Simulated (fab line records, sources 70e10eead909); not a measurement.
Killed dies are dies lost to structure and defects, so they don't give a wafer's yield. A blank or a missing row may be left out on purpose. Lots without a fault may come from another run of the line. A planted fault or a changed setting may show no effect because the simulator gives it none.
A struck lot beside a sound one | flow nand_harc | 15 steps out of a route of 1302
Sound: wafers L460.1, L460.3, L460.4. Struck: wafer L471.2. (L471.1, L471.4 of the same lot were not struck and are left out.) The cause comes at the end.
At each step with rows: each side's tool, then ch and its chambers, then its first start. Under that, the readings that differ: sound wafers | struck wafers | difference of the means | sigmas: that difference in standard deviations of wafers without a fault.
alike: readings whose means differ by less than 2 such deviations, and words and numbers that are the same on both sides. not compared: withheld readings, readings that some wafer has no value for, bounds like >300 that may hide the same value, and numbers for which the record gives no deviation and whose values overlap.
The two part at a step that has a row with sigmas, a row that says differs or no value, or rows on one side only. Numbers that don't overlap but have no deviation are shown without sigmas and don't part them. A reading that every wafer of one side lacks parts them only if that side has two wafers or more.

first, 2 steps without rows for these wafers: NHARC_A_CHANNEL_HOLE_D1_STRIP_43 (strips in O2/COS); NHARC_A_CHANNEL_HOLE_D1_ETCH_44 (etches the open film in CF4/O2, target depth 140 nm, overetch 14 nm, time 77 s).
NHARC_A_CHANNEL_HOLE_D1_STRIP_27: strips in O2.
  sound on rie_diel-07 ch 0,1,2; struck on rie_diel-07 ch 2
  alike: drypump_motor_current_A, mfc_ar_sccm, oes_product_au, rf_vpp_V, showerhead_plenum_p_Torr, throttle_valve_pct
  not compared: rf_hours_counter_h
then, 2 steps without rows for these wafers: NHARC_A_CHANNEL_HOLE_D1_PRECLEAN_28 (cleans in SC1); NHARC_A_CHANNEL_HOLE_D1_SRD_29.
NHARC_A_CHANNEL_HOLE_D1_CD_MEAS_30:
  sound on cd_sem-02, day 9 02:28; struck on cd_sem-01, day 13 03:21
  alike: cd_nm
NHARC_A_CHANNEL_HOLE_D1_XSEM_31:
  sound on xsem-02 ch 0, day 9 02:33; struck on xsem-01 ch 0, day 13 03:26
  alike: bot_cd_nm, bow_nm, tilt_deg
NHARC_A_CHANNEL_HOLE_D1_INSPECT_40:
  sound on defect_inspect-02, day 9 02:39; struck on defect_inspect-01, day 13 03:32
  alike: raw_defect_count
then, 2 steps without rows for these wafers: NHARC_A_CHANNEL_FILL_D1_PRECLEAN_00 (cleans in SC1); NHARC_A_CHANNEL_FILL_D1_SRD_01.
NHARC_A_CHANNEL_FILL_D1_ALD_02: deposits SiO2, target thk 6 nm, pulse time 10 s, ald cycles 60.
  sound on ald_hk-01 ch 0,1,2, day 9 03:02; struck on ald_hk-01 ch 1, day 13 03:44
  alike: heater_power_w, precursor_pulse_height_rel
  not compared: ald_cycles
NHARC_A_CHANNEL_FILL_D1_ALD_03: deposits SiNx, target thk 6 nm, pulse time 60 s, ald cycles 58.
  sound on ald_sin_batch-02 ch 0; struck on ald_sin_batch-03 ch 0
  alike: precursor_pulse_height_rel
  not compared: ald_cycles
NHARC_A_CHANNEL_FILL_D1_ALD_14: deposits SiO2, target thk 2.5 nm, pulse time 10 s, ald cycles 25.
  sound on ald_hk-02 ch 0,1,3, day 9 09:00; struck on ald_hk-02 ch 2, day 13 10:49
  reading    | sound    | struck | difference | sigmas
  ald_cycles | 25 25 25 | 31     | +6         |
  alike: heater_power_w, precursor_pulse_height_rel
NHARC_A_CHANNEL_FILL_D1_ALD_15: deposits SiNx, target thk 2 nm, pulse time 60 s, ald cycles 19.
  sound on ald_sin_batch-02 ch 0; struck on ald_sin_batch-01 ch 0
  alike: precursor_pulse_height_rel
  not compared: ald_cycles
-- the record jumps here: 15 days lie between the struck wafers' starts before and after (it left off in module A_CHANNEL_FILL_D1 and takes up again in module END, whose first step shown is number 1302 of the route) --
NHARC_END_SORT_01:
  sound on prober-02 ch 0, day 25 04:06; struck on prober-01 ch 0, day 28 14:33
  alike: killed_at_array, killed_at_other, killed_at_periphery, killed_dies, killed_open, killed_short

WHERE THEY PART
Nowhere in this record.

WHY: what the simulator had put in
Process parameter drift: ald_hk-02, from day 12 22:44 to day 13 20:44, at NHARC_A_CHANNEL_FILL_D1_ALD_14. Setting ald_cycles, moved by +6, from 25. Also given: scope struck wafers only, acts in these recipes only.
